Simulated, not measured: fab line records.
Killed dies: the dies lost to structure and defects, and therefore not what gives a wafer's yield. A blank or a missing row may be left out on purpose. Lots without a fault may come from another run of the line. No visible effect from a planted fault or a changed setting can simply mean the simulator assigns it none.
fab line records | flow n5Finfet
[record] lots = 7 | wafers = 21 | lastDay = 19
route steps=1938 shown BEOL_M14@1719
lots that met no fault: from a run of the same line without faults
startH: hours from the record's opening day to when the first of the lot's shown wafers began | waitH: how many hours have passed since the lot's step before this one | " as in the row above | L1.1+2: a row that stands for several wafers | - value missing, or start not given | * or withheld: withheld | < > ~ a bound
route shown NAME@n: NAME is a module with steps in the file, n the number in the route of the first one | usual: average and standard deviation across the fault-free wafers | same: alike in all rows | chamber/n: place in a boat | sites: readings site by site | _std_site: standard deviation of those values | _edge_site: inner sites' mean taken away from outer sites' mean | radiusMm: for every site, how far away it sits from the centre of the wafer | mask NAME#n: copy n | behind: the last tool/chamber to shape the wafer | hold: the reason the lot was held/the length of the hold in hours/how it ended | device: whichever transistor did not switch (one of n, p or np) | end of line: tests run on the same wafers once the route is complete | a step without rows: its recipe alone | killed: dies that structure and defects cost at the first sort, which is not the same as the wafer's yield | map: the dies of a wafer, with x for killed, . for not killed, _ for no die there
set.NAME: the setting as run; set.NAME@STEP: as run at that earlier step | model.NAME: the simulator's own value behind a step, which no gauge read
lots at some steps of the route; a table a step, a row a wafer
services: when a tool's chamber went out of use (startH, in hours from the record's first day, below 0 if earlier), for how many hours, and the reason
[[steps]]
[step N5_BEOL_M14_COAT_04]
[recipe] spinRpm = 1704 | resistThkNm = 800
[step N5_BEOL_M14_EBR_06]
[recipe] solvent = PGMEA | ebrWidthMm = 1.5
[step N5_BEOL_M14_SOFTBAKE_05]
[recipe] tempC = 130 | timeS = 60
[step N5_BEOL_M14_EXPOSE_07]
[recipe] maskId = V13 | na = 0.8 | sourceShape = annular | sigmaInner = 0.5 | sigmaOuter = 0.8 | polarization = unpolarized | attpsmPhaseDeg = 180 | doseMj = 57
[step N5_BEOL_M14_PEB_08]
[recipe] pebTempC = 130 | pebTimeS = 90
[step N5_BEOL_M14_DEVELOP_09]
[recipe] developTimeS = 45 | rinseLiquid = diw | dry = airSpin | devTempC = 21
[step N5_BEOL_M14_HARDBAKE_14]
[recipe] tempC = 130 | timeS = 120
[step N5_BEOL_M14_CD_MEAS_10]
[recipe] targetCdNm = 250 | landingEnergyEv = 500 | detector = seInlens | polarity = opening
[usual] cdNm = 249.7/1.8
lot.wafer | tool     | chamber | startH | waitH | cdNm
L907.2    | cdSem-02 | 0       | 343.67 | -     | 252.9
L907.3    | "        | 0       | "      | "     | 251.1
L907.5    | "        | 0       | "      | "     | 250.0
L905.1    | cdSem-02 | 0       | 344.23 | -     | 248.6
L905.4    | "        | 0       | "      | "     | 248.8
L905.5    | "        | 0       | "      | "     | 249.3
L906.1    | cdSem-02 | 0       | 345.17 | -     | 249.1
L906.5    | "        | 0       | "      | "     | 249.2
L906.6    | "        | 0       | "      | "     | 251.7
L910.1    | cdSem-02 | 0       | 367.33 | -     | 250.0
L910.2    | "        | 0       | "      | "     | 249.4
L910.4    | "        | 0       | "      | "     | 248.1
L911.1    | cdSem-03 | 0       | 379.14 | -     | 248.8
L911.5    | "        | 0       | "      | "     | 248.6
L911.6    | "        | 0       | "      | "     | 250.9
L912.1    | cdSem-02 | 0       | 397.20 | -     | 248.6
L912.2    | "        | 0       | "      | "     | 253.7
L912.4    | "        | 0       | "      | "     | 251.4
L915.1    | cdSem-01 | 0       | 414.27 | -     | 246.2
L915.2    | "        | 0       | "      | "     | 249.5
L915.6    | "        | 0       | "      | "     | 249.1
[step N5_BEOL_M14_OVL_MEAS_11]
[recipe] pointsPerWafer = 44
[usual] V13_OVL = 3/5.5
lot.wafer | tool       | chamber | startH | waitH | V13_OVL[nm]
L907.2    | overlay-01 | 0       | 343.70 | 0.0   | 7
L907.3    | "          | 0       | "      | "     | 14
L907.5    | "          | 0       | "      | "     | 11
L905.1    | overlay-02 | 0       | 344.26 | 0.0   | 8
L905.4    | "          | 0       | "      | "     | 7
L905.5    | "          | 0       | "      | "     | 16
L906.1    | overlay-01 | 0       | 345.20 | 0.0   | -11
L906.5    | "          | 0       | "      | "     | -7
L906.6    | "          | 0       | "      | "     | -4
L910.1    | overlay-02 | 0       | 367.36 | 0.0   | 12
L910.2    | "          | 0       | "      | "     | -3
L910.4    | "          | 0       | "      | "     | 1
L911.1    | overlay-02 | 0       | 379.17 | 0.0   | 7
L911.5    | "          | 0       | "      | "     | 4
L911.6    | "          | 0       | "      | "     | 4
L912.1    | overlay-02 | 0       | 397.23 | 0.0   | 2
L912.2    | "          | 0       | "      | "     | -2
L912.4    | "          | 0       | "      | "     | 0
L915.1    | overlay-02 | 0       | 414.30 | 0.0   | 4
L915.2    | "          | 0       | "      | "     | 4
L915.6    | "          | 0       | "      | "     | 8
[step N5_BEOL_M14_INSPECT_12]
[recipe] mode = adi | inspectInstrument = macro
[usual] rawDefectCount = 2.3/1.4
lot.wafer | tool             | chamber | startH | waitH | rawDefectCount
L907.2    | defectInspect-01 | -       | 343.73 | 0.0   | 1
L907.3    | "                | -       | "      | "     | 3
L907.5    | "                | -       | "      | "     | 1
L905.1    | defectInspect-02 | -       | 344.29 | 0.0   | 2
L905.4    | "                | -       | "      | "     | 0
L905.5    | "                | -       | "      | "     | 3
L906.1    | defectInspect-01 | -       | 345.22 | 0.0   | 5
L906.5    | "                | -       | "      | "     | 3
L906.6    | "                | -       | "      | "     | 3
L910.1    | defectInspect-01 | -       | 367.38 | 0.0   | 1
L910.2    | "                | -       | "      | "     | 0
L910.4    | "                | -       | "      | "     | 1
L911.1    | defectInspect-02 | -       | 379.19 | 0.0   | 2
L911.5    | "                | -       | "      | "     | 1
L911.6    | "                | -       | "      | "     | 2
L912.1    | defectInspect-01 | -       | 397.25 | 0.0   | 1
L912.2    | "                | -       | "      | "     | 3
L912.4    | "                | -       | "      | "     | 2
L915.1    | defectInspect-01 | -       | 414.33 | 0.0   | 0
L915.2    | "                | -       | "      | "     | 1
L915.6    | "                | -       | "      | "     | 4
[step N5_BEOL_M14_DESCUM_15]
[recipe] chemistry = O2 | timeS = 7.9 | sourcePowerW = 50 | biasPowerW = 20 | pressureMtorr = 20 | rfFrequencyHz = 2.712e+07 | tempC = 40 | o2FlowSccm = 225
[usual] drypumpMotorCurrentA = 5.5/0.35 | o2FlowSccm = 224.9/0.69 | oesProductAu = 0.76/0.088 | rfVppV = 243.0/1.5 | showerheadPlenumPTorr = 2.07/0.073 | throttleValvePct = 20.53/0.22
[same] timeS = 7.9
lot.wafer | tool       | chamber | startH | waitH | drypumpMotorCurrentA | o2FlowSccm | oesProductAu | rfHoursCounterH | rfVppV | showerheadPlenumPTorr | throttleValvePct
L907.2    | rieDiel-06 | 3       | 343.76 | 0.0   | 5.9                  | 225.8      | 0.71         | 229             | 240.0  | 1.98                  | 20.58
L907.3    | "          | 1       | "      | "     | 5.2                  | 225.6      | 0.88         | 56              | 242.9  | 2.02                  | 20.22
L907.5    | "          | 3       | "      | "     | 5.9                  | 225.4      | 0.70         | -               | 240.8  | 1.98                  | 20.58
L905.1    | rieDiel-06 | 2       | 344.32 | 0.0   | 5.1                  | 225.6      | 0.66         | 257             | 245.0  | 2.13                  | 20.48
L905.4    | "          | 1       | "      | "     | 5.2                  | 225.4      | 0.88         | -               | 241.8  | 2.02                  | 20.23
L905.5    | "          | 2       | "      | "     | 5.1                  | 224.8      | 0.67         | -               | 244.2  | 2.13                  | 20.50
L906.1    | rieDiel-06 | 2       | 345.26 | 0.0   | 5.1                  | 224.3      | 0.66         | 258             | 243.3  | 2.13                  | 20.50
L906.5    | "          | 2       | "      | "     | 5.1                  | 224.9      | 0.66         | -               | 243.9  | 2.13                  | 20.50
L906.6    | "          | 3       | "      | "     | 5.9                  | 224.6      | 0.70         | -               | 240.0  | 1.98                  | 20.57
L910.1    | rieDiel-06 | 2       | 367.51 | 0.1   | 5.1                  | 225.0      | 0.65         | 268             | 243.1  | 2.12                  | 20.51
L910.2    | "          | 1       | "      | "     | 5.2                  | 226.5      | 0.86         | 67              | 243.0  | 2.02                  | 20.26
L910.4    | "          | 2       | "      | "     | 5.1                  | 225.4      | 0.65         | -               | 244.3  | 2.12                  | 20.49
L911.1    | rieDiel-01 | 2       | 379.23 | 0.0   | 5.7                  | 224.7      | 0.74         | 168             | 242.5  | 2.09                  | 20.71
L911.5    | "          | 0       | "      | "     | 5.7                  | 225.0      | 0.76         | -               | 243.6  | 2.09                  | 20.63
L911.6    | "          | 1       | "      | "     | 5.8                  | 223.6      | 0.81         | -               | 242.3  | 2.10                  | 20.38
L912.1    | rieDiel-02 | 2       | 397.37 | 0.1   | 5.3                  | 224.6      | 0.94         | 14              | 246.1  | 2.23                  | 20.67
L912.2    | "          | 0       | "      | "     | 6.1                  | 225.0      | 0.70         | 236             | 242.5  | 1.98                  | 20.41
L912.4    | "          | 0       | "      | "     | 6.1                  | 224.4      | 0.70         | -               | 242.2  | 1.98                  | 20.40
L915.1    | rieDiel-02 | 2       | 414.36 | 0.0   | 5.3                  | 225.5      | 0.91         | 21              | 244.2  | 2.23                  | 20.67
L915.2    | "          | 3       | "      | "     | 5.1                  | 225.7      | 0.96         | 6               | 245.6  | 2.16                  | 20.62
L915.6    | "          | 3       | "      | "     | 5.1                  | 224.8      | 0.95         | -               | 243.2  | 2.16                  | 20.62
[step N5_BEOL_M14_ETCH_59]
[recipe] chemistry = N2/H2 | target = BARC | targetDepthA = 890 | overetchA = 267 | timeS = 67.9 | ionEnergyEv = 200 | pressureMtorr = 30 | sourceW = 840 | biasW = 150 | n2FlowSccm = 200 | h2FlowSccm = 200
[usual] biasW = 149.9/0.48 | chamberPressureMTorr = 30.00/0.031 | drypumpMotorCurrentA = 5.5/0.36 | oesProductAu = 0.65/0.072 | rfVppV = 523.3/2.6 | showerheadPlenumPTorr = 2.52/0.082 | throttleValvePct = 18.02/0.21
[same] timeS = 67.9
lot.wafer | tool       | chamber | startH | waitH | biasW | chamberPressureMTorr | drypumpMotorCurrentA | oesProductAu | rfHoursCounterH | rfVppV | showerheadPlenumPTorr | throttleValvePct
L907.2    | rieDiel-06 | 3       | 343.80 | 0.0   | 150.6 | 29.98                | 5.9                  | 0.61         | 229             | 520.2  | 2.42                  | 18.23
L907.3    | "          | 1       | "      | "     | 149.1 | 30.00                | 5.2                  | 0.75         | 56              | 522.2  | 2.47                  | 17.75
L907.5    | "          | 3       | "      | "     | 150.2 | 30.02                | 5.9                  | 0.61         | -               | 519.2  | 2.42                  | 18.22
L905.1    | rieDiel-06 | 2       | 344.36 | 0.0   | 149.4 | 29.99                | 5.2                  | 0.57         | 257             | 527.2  | 2.60                  | 18.05
L905.4    | "          | 1       | "      | "     | 150.5 | 30.02                | 5.2                  | 0.75         | -               | 522.4  | 2.47                  | 17.74
L905.5    | "          | 2       | "      | "     | 150.1 | 29.92                | 5.1                  | 0.57         | -               | 525.8  | 2.60                  | 18.04
L906.1    | rieDiel-06 | 2       | 345.29 | 0.0   | 149.6 | 30.04                | 5.1                  | 0.57         | 258             | 525.7  | 2.60                  | 18.05
L906.5    | "          | 2       | "      | "     | 149.7 | 30.04                | 5.1                  | 0.56         | -               | 525.1  | 2.60                  | 18.05
L906.6    | "          | 3       | "      | "     | 149.8 | 30.05                | 5.9                  | 0.61         | -               | 519.8  | 2.42                  | 18.23
L910.1    | rieDiel-06 | 2       | 367.54 | 0.0   | 150.2 | 30.01                | 5.1                  | 0.56         | 268             | 525.7  | 2.59                  | 18.07
L910.2    | "          | 1       | "      | "     | 149.1 | 30.00                | 5.2                  | 0.74         | 67              | 522.0  | 2.47                  | 17.78
L910.4    | "          | 2       | "      | "     | 150.4 | 29.99                | 5.1                  | 0.56         | -               | 526.2  | 2.59                  | 18.07
L911.1    | rieDiel-01 | 2       | 379.26 | 0.0   | 150.4 | 29.99                | 5.7                  | 0.63         | 168             | 525.0  | 2.53                  | 18.22
L911.5    | "          | 0       | "      | "     | 149.8 | 29.99                | 5.8                  | 0.65         | -               | 523.2  | 2.55                  | 18.07
L911.6    | "          | 1       | "      | "     | 149.9 | 29.97                | 5.7                  | 0.69         | -               | 525.0  | 2.55                  | 17.75
L912.1    | rieDiel-02 | 2       | 397.42 | 0.0   | 149.9 | 29.95                | 5.3                  | 0.78         | 14              | 529.5  | 2.69                  | 18.01
L912.2    | "          | 0       | "      | "     | 150.4 | 30.01                | 6.1                  | 0.60         | 236             | 519.4  | 2.40                  | 17.94
L912.4    | "          | 0       | "      | "     | 150.0 | 29.95                | 6.2                  | 0.61         | -               | 520.1  | 2.40                  | 17.94
L915.1    | rieDiel-02 | 2       | 414.40 | 0.0   | 150.2 | 30.04                | 5.3                  | 0.76         | 21              | 529.4  | 2.69                  | 18.04
L915.2    | "          | 3       | "      | "     | 150.3 | 30.08                | 5.1                  | 0.82         | 6               | 525.2  | 2.62                  | 18.10
L915.6    | "          | 3       | "      | "     | 149.9 | 30.03                | 5.1                  | 0.82         | -               | 524.0  | 2.62                  | 18.10
[step N5_BEOL_M14_VIA_ETCH_16]
[recipe] chemistry = C4F8/O2/Ar | target = SiO2 | heInnerTorr = 15 | heOuterTorr = 30 | targetDepthA = 12313 | timeS = withheld | ionEnergyEv = 800 | pressureMtorr = 20 | sourceW = 1905 | biasW = 2040 | Ar_flow_sccm = 400 | C4F8_flow_sccm = 16 | O2_flow_sccm = 12 | ends = cleared
[usual] C4F8_flow_sccm = 16.00/0.05 | O2_flow_sccm = 12.00/0.037 | drypumpMotorCurrentA = 5.5/0.36 | mfcArSccm = 400.0/1.2 | oes_f_703_au = 0.76/0.082 | oesProductAu = 0.68/0.081 | rfVppV = 2222/42 | showerheadPlenumPTorr = 3.43/0.11 | throttleValvePct = 31.09/0.16
lot.wafer | tool       | chamber | startH | waitH | C4F8_flow_sccm | O2_flow_sccm | drypumpMotorCurrentA | mfcArSccm | oes_f_703_au | oesProductAu | rfVppV | showerheadPlenumPTorr | throttleValvePct | model.coat_of_BEOL_M14_COAT_04.thkNm
L907.2    | rieDiel-06 | 3       | 343.85 | 0.0   | -              | -            | -                    | -         | -            | -            | -      | -                     | -                | 717
L907.3    | "          | 1       | "      | "     | -              | -            | -                    | -         | -            | -            | -      | -                     | -                | 718
L907.5    | "          | 3       | "      | "     | -              | -            | -                    | -         | -            | -            | -      | -                     | -                | 718.4
L905.1    | rieDiel-06 | 2       | 344.41 | 0.0   | -              | -            | -                    | -         | -            | -            | -      | -                     | -                | 715.8
L905.4    | "          | 1       | "      | "     | -              | -            | -                    | -         | -            | -            | -      | -                     | -                | 717.6
L905.5    | "          | 2       | "      | "     | -              | -            | -                    | -         | -            | -            | -      | -                     | -                | 716.8
L906.1    | rieDiel-06 | 2       | 345.34 | 0.0   | -              | -            | -                    | -         | -            | -            | -      | -                     | -                | 719.4
L906.5    | "          | 2       | "      | "     | -              | -            | -                    | -         | -            | -            | -      | -                     | -                | 718.8
L906.6    | "          | 3       | "      | "     | -              | -            | -                    | -         | -            | -            | -      | -                     | -                | 718
L910.1    | rieDiel-06 | 2       | 367.59 | 0.0   | 16.00          | 12.00        | 5.1                  | 400.2     | 0.65         | 0.59         | 2230   | 3.54                  | 31.13            | 457.4
L910.2    | "          | 1       | "      | "     | 15.94          | 11.97        | 5.2                  | 398.0     | 0.84         | 0.78         | 2251   | 3.38                  | 31.12            | 453
L910.4    | "          | 2       | "      | "     | 16.07          | 11.93        | 5.2                  | 400.9     | 0.65         | 0.59         | 2230   | 3.54                  | 31.12            | 454.6
L911.1    | rieDiel-01 | 2       | 379.31 | 0.0   | 16.02          | 11.98        | 5.7                  | 399.4     | 0.75         | 0.66         | 2192   | 3.42                  | 31.08            | 460.8
L911.5    | "          | 0       | "      | "     | 15.96          | 11.99        | 5.8                  | 398.3     | 0.76         | 0.67         | 2238   | 3.45                  | 31.21            | 454.4
L911.6    | "          | 1       | "      | "     | 16.05          | 12.02        | 5.8                  | 400.1     | 0.80         | 0.73         | 2261   | 3.46                  | 30.86            | 453.4
L912.1    | rieDiel-02 | 2       | 397.50 | 0.1   | 16.05          | 12.04        | 5.3                  | 400.8     | 0.92         | 0.85         | 2305   | 3.65                  | 31.31            | 449.2
L912.2    | "          | 0       | "      | "     | 16.05          | 12.01        | 6.2                  | 402.5     | 0.71         | 0.64         | 2182   | 3.28                  | 30.82            | 455.4
L912.4    | "          | 0       | "      | "     | 15.98          | 11.96        | 6.2                  | 402.5     | 0.71         | 0.64         | 2182   | 3.28                  | 30.84            | 453
L915.1    | rieDiel-02 | 2       | 414.45 | 0.0   | 15.94          | 11.98        | 5.3                  | 399.9     | 0.90         | 0.82         | 2306   | 3.65                  | 31.29            | 456.8
L915.2    | "          | 3       | "      | "     | 16.00          | 11.94        | 5.1                  | 399.4     | 0.95         | 0.86         | 2281   | 3.52                  | 31.08            | 460
L915.6    | "          | 3       | "      | "     | 16.04          | 11.97        | 5.1                  | 397.7     | 0.94         | 0.87         | 2280   | 3.52                  | 31.06            | 449
[step N5_BEOL_M14_STRIP_63]
[recipe] chemistry = O2 | powerW = 600 | tempC = 60 | pressureMtorr = 30 | rfFrequencyHz = 6e+07 | biasPowerW = 0 | overashFraction = 0.3 | o2FlowSccm = 225
[usual] drypumpMotorCurrentA = 5.5/0.35 | o2FlowSccm = 225.1/0.74 | oesProductAu = 0.76/0.087 | rfVppV = 3.7/0.92 | showerheadPlenumPTorr = 2.08/0.073 | throttleValvePct = 16.79/0.21
lot.wafer | tool       | chamber | startH | waitH | drypumpMotorCurrentA | o2FlowSccm | oesProductAu | rfHoursCounterH | rfVppV | showerheadPlenumPTorr | throttleValvePct
L907.2    | rieDiel-06 | 3       | -      | -     | 5.9                  | 225.5      | 0.71         | 229             | 1.3    | 1.98                  | 16.84
L907.3    | "          | 1       | "      | "     | 5.2                  | 225.8      | 0.86         | 56              | 2.6    | 2.03                  | 16.48
L907.5    | "          | 3       | "      | "     | 5.9                  | 225.7      | 0.70         | -               | 3.4    | 1.98                  | 16.88
L905.1    | rieDiel-06 | 2       | -      | -     | 5.1                  | 225.3      | 0.66         | 257             | 2.8    | 2.13                  | 16.82
L905.4    | "          | 1       | "      | "     | 5.2                  | 224.9      | 0.87         | -               | 1.5    | 2.03                  | 16.49
L905.5    | "          | 2       | "      | "     | 5.1                  | 225.8      | 0.66         | -               | 2.9    | 2.13                  | 16.81
L906.1    | rieDiel-06 | 2       | -      | -     | 5.1                  | 225.2      | 0.66         | 258             | 3.7    | 2.13                  | 16.82
L906.5    | "          | 2       | "      | "     | 5.1                  | 224.8      | 0.66         | -               | 2.8    | 2.13                  | 16.85
L906.6    | "          | 3       | "      | "     | 5.9                  | 225.6      | 0.71         | -               | 3.0    | 1.98                  | 16.86
L910.1    | rieDiel-06 | 2       | -      | -     | 5.1                  | 226.2      | 0.66         | 269             | 3.8    | 2.13                  | 16.83
L910.2    | "          | 1       | "      | "     | 5.2                  | 224.1      | 0.86         | 68              | 2.1    | 2.02                  | 16.46
L910.4    | "          | 2       | "      | "     | 5.1                  | 227.0      | 0.66         | -               | 2.7    | 2.13                  | 16.84
L911.1    | rieDiel-01 | 2       | -      | -     | 5.6                  | 225.0      | 0.74         | 168             | 3.9    | 2.10                  | 16.98
L911.5    | "          | 0       | "      | "     | 5.7                  | 225.6      | 0.75         | -               | 3.3    | 2.09                  | 16.85
L911.6    | "          | 1       | "      | "     | 5.7                  | 226.2      | 0.80         | -               | 3.5    | 2.10                  | 16.64
L912.1    | rieDiel-02 | 2       | -      | -     | 5.3                  | 226.0      | 0.94         | 14              | 3.1    | 2.24                  | 16.82
L912.2    | "          | 0       | "      | "     | 6.1                  | 225.4      | 0.70         | 236             | 1.9    | 1.98                  | 16.73
L912.4    | "          | 0       | "      | "     | 6.1                  | 226.0      | 0.69         | -               | 4.3    | 1.98                  | 16.73
L915.1    | rieDiel-02 | 2       | -      | -     | 5.3                  | 223.8      | 0.91         | 21              | 3.9    | 2.23                  | 16.84
L915.2    | "          | 3       | "      | "     | 5.1                  | 225.0      | 0.94         | 7               | 2.7    | 2.16                  | 16.83
L915.6    | "          | 3       | "      | "     | 5.1                  | 224.7      | 0.95         | -               | 2.5    | 2.16                  | 16.80
[step N5_BEOL_M14_STRIP_64]
[recipe] chemistry = O2 | powerW = 600 | tempC = 60 | pressureMtorr = 30 | rfFrequencyHz = 6e+07 | biasPowerW = 0 | overashFraction = 0.3 | o2FlowSccm = 225
[usual] drypumpMotorCurrentA = 5.5/0.36 | o2FlowSccm = 225.0/0.67 | oesProductAu = 0.76/0.088 | rfVppV = 3.7/0.51 | showerheadPlenumPTorr = 2.08/0.073 | throttleValvePct = 16.79/0.21
lot.wafer | tool       | chamber | startH | waitH | drypumpMotorCurrentA | o2FlowSccm | oesProductAu | rfHoursCounterH | rfVppV | showerheadPlenumPTorr | throttleValvePct
L907.2    | rieDiel-06 | 3       | -      | -     | 5.9                  | 225.2      | 0.70         | 229             | 3.7    | 1.98                  | 16.84
L907.3    | "          | 1       | "      | "     | 5.2                  | 224.9      | 0.86         | 56              | 4.7    | 2.03                  | 16.46
L907.5    | "          | 3       | "      | "     | 5.9                  | 224.4      | 0.70         | -               | 4.0    | 1.98                  | 16.87
L905.1    | rieDiel-06 | 2       | -      | -     | 5.1                  | 225.1      | 0.66         | 257             | 3.2    | 2.13                  | 16.81
L905.4    | "          | 1       | "      | "     | 5.2                  | 225.1      | 0.87         | -               | 3.0    | 2.02                  | 16.46
L905.5    | "          | 2       | "      | "     | 5.1                  | 224.8      | 0.65         | -               | 2.9    | 2.13                  | 16.84
L906.1    | rieDiel-06 | 2       | -      | -     | 5.1                  | 225.5      | 0.66         | 258             | 3.8    | 2.13                  | 16.84
L906.5    | "          | 2       | "      | "     | 5.1                  | 224.0      | 0.66         | -               | 3.5    | 2.13                  | 16.83
L906.6    | "          | 3       | "      | "     | 5.9                  | 225.4      | 0.70         | -               | 3.5    | 1.98                  | 16.85
L910.1    | rieDiel-06 | 2       | -      | -     | 5.1                  | 224.8      | 0.66         | 269             | 2.9    | 2.13                  | 16.84
L910.2    | "          | 1       | "      | "     | 5.2                  | 225.7      | 0.86         | 68              | 3.9    | 2.02                  | 16.48
L910.4    | "          | 2       | "      | "     | 5.1                  | 224.5      | 0.66         | -               | 3.6    | 2.13                  | 16.84
L911.1    | rieDiel-01 | 2       | -      | -     | 5.6                  | 225.2      | 0.73         | 168             | 3.4    | 2.10                  | 16.93
L911.5    | "          | 0       | "      | "     | 5.7                  | 224.0      | 0.77         | -               | 3.8    | 2.09                  | 16.85
L911.6    | "          | 1       | "      | "     | 5.7                  | 223.6      | 0.81         | -               | 3.3    | 2.10                  | 16.63
L912.1    | rieDiel-02 | 2       | -      | -     | 5.3                  | 223.7      | 0.93         | 14              | 4.3    | 2.24                  | 16.83
L912.2    | "          | 0       | "      | "     | 6.1                  | 225.0      | 0.70         | 236             | 3.7    | 1.98                  | 16.73
L912.4    | "          | 0       | "      | "     | 6.1                  | 225.6      | 0.70         | -               | 4.6    | 1.98                  | 16.74
L915.1    | rieDiel-02 | 2       | -      | -     | 5.3                  | 225.7      | 0.92         | 21              | 3.4    | 2.23                  | 16.84
L915.2    | "          | 3       | "      | "     | 5.1                  | 225.4      | 0.95         | 7               | 4.4    | 2.16                  | 16.81
L915.6    | "          | 3       | "      | "     | 5.1                  | 225.5      | 0.96         | -               | 3.6    | 2.16                  | 16.78
[step N5_BEOL_M14_STRIP_71]
[recipe] chemistry = postEtchResidueRemover | timeS = 60 | tempC = 25 | removerPh = withheld | removerWaterWtPct = withheld | removerFluorideWtPct = withheld
[step N5_BEOL_M14_SRD_72]
[recipe] timeS = 30 | tempC = 23 | rinseLiquid = diw | dry = n2Spin | spinRpm = 1500 | dryTimeS = 30
[step N5_BEOL_M14_CD_MEAS_17]
[recipe] targetCdNm = 250 | polarity = opening
[usual] cdNm = 250.3/2.2
lot.wafer | tool     | chamber | startH | waitH | cdNm
L907.2    | cdSem-03 | -       | 344.23 | 0.0   | -
L907.3    | "        | -       | "      | "     | -
L907.5    | "        | -       | "      | "     | -
L905.1    | cdSem-02 | -       | 344.76 | 0.0   | -
L905.4    | "        | -       | "      | "     | -
L905.5    | "        | -       | "      | "     | -
L906.1    | cdSem-01 | -       | 345.69 | 0.0   | -
L906.5    | "        | -       | "      | "     | -
L906.6    | "        | -       | "      | "     | -
L910.1    | cdSem-03 | -       | 367.94 | 0.0   | 250.2
L910.2    | "        | -       | "      | "     | 250.2
L910.4    | "        | -       | "      | "     | 248.3
L911.1    | cdSem-01 | -       | 379.66 | 0.0   | 250.0
L911.5    | "        | -       | "      | "     | 248.5
L911.6    | "        | -       | "      | "     | 252.1
L912.1    | cdSem-01 | -       | 397.98 | 0.0   | 250.0
L912.2    | "        | -       | "      | "     | 252.5
L912.4    | "        | -       | "      | "     | 250.7
L915.1    | cdSem-03 | -       | 414.80 | 0.0   | 246.9
L915.2    | "        | -       | "      | "     | 250.6
L915.6    | "        | -       | "      | "     | 249.8
[step N5_BEOL_M14_COAT_65]
[recipe] resist = SOC | tempC = 250 | timeS = 60 | spinRpm = 1500 | resistThkNm = 450
[[services]]
tool       | chamber | startH | hours | kind
rieDiel-06 | 0       | 324.90 | 17.4  | repair
rieDiel-06 | 3       | 332.84 | 3.2   | repair
rieDiel-02 | 2       | 339.33 | -     | clean
rieDiel-02 | 2       | 339.33 | -     | consumableReplace:focusRing
rieDiel-02 | 2       | 339.33 | -     | consumableReplace:showerhead
rieDiel-02 | 2       | 339.33 | 25.6  | scheduledDown
rieDiel-02 | 2       | 339.33 | 25.6  | ventCycle
rieDiel-06 | 0       | 342.34 | -     | clean
rieDiel-06 | 0       | 342.34 | -     | consumableReplace:focusRing
rieDiel-06 | 0       | 342.34 | 26.0  | scheduledDown
rieDiel-06 | 0       | 342.34 | 26.0  | ventCycle
rieDiel-06 | 2       | 368.43 | -     | clean
rieDiel-06 | 2       | 368.43 | -     | consumableReplace:focusRing
rieDiel-06 | 2       | 368.43 | 23.2  | scheduledDown
rieDiel-06 | 2       | 368.43 | 23.2  | ventCycle
rieDiel-02 | 3       | 369.76 | -     | clean
rieDiel-02 | 1       | 370.46 | 5.3   | repair
rieDiel-06 | 3       | 391.65 | -     | clean
rieDiel-06 | 3       | 391.65 | -     | consumableReplace:focusRing
rieDiel-06 | 3       | 391.65 | -     | consumableReplace:showerhead
rieDiel-06 | 3       | 391.65 | 18.4  | scheduledDown
rieDiel-06 | 3       | 391.65 | 18.4  | ventCycle
rieDiel-02 | 1       | 395.15 | 19.8  | repair
rieDiel-01 | 0       | 400.75 | 3.4   | repair
[[key]]
[firstSign] step = N5_BEOL_M14_VIA_ETCH_16 | reading = toolRecord | direction = missing
[effect] step = N5_BEOL_M14_CD_MEAS_17 | reading = cdNm | direction = missing
[modelEffect] step = N5_BEOL_M14_VIA_ETCH_16 | value = coat_of_BEOL_M14_COAT_04.thkNm | without = 453.8 | struck = 717.8
metAt N5_BEOL_M14_VIA_ETCH_16
struckWafers L905.1,L905.4,L905.5,L906.1,L906.5,L906.6,L907.2,L907.3,L907.5
laterRowsLeftOut L905.1,L905.4,L905.5,L906.1,L906.5,L906.6,L907.2,L907.3,L907.5
sortLeftOut L905.1,L905.4,L905.5,L906.1,L906.5,L906.6,L907.2,L907.3,L907.5
[fault] kind = skippedStepWhole | tool = rieDiel-06 | chamber = - | onsetH = 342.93 | steps = N5_BEOL_M14_VIA_ETCH_16 | scope = struckLotsOnly
// sortLeftOut: the simulated sort isn't trusted on such a fault, so these wafers' sort isn't shown, and their yield isn't known
// laterRowsLeftOut: the simulator's readings of these wafers behind a module that went badly wrong aren't trusted and aren't shown, but for the sort
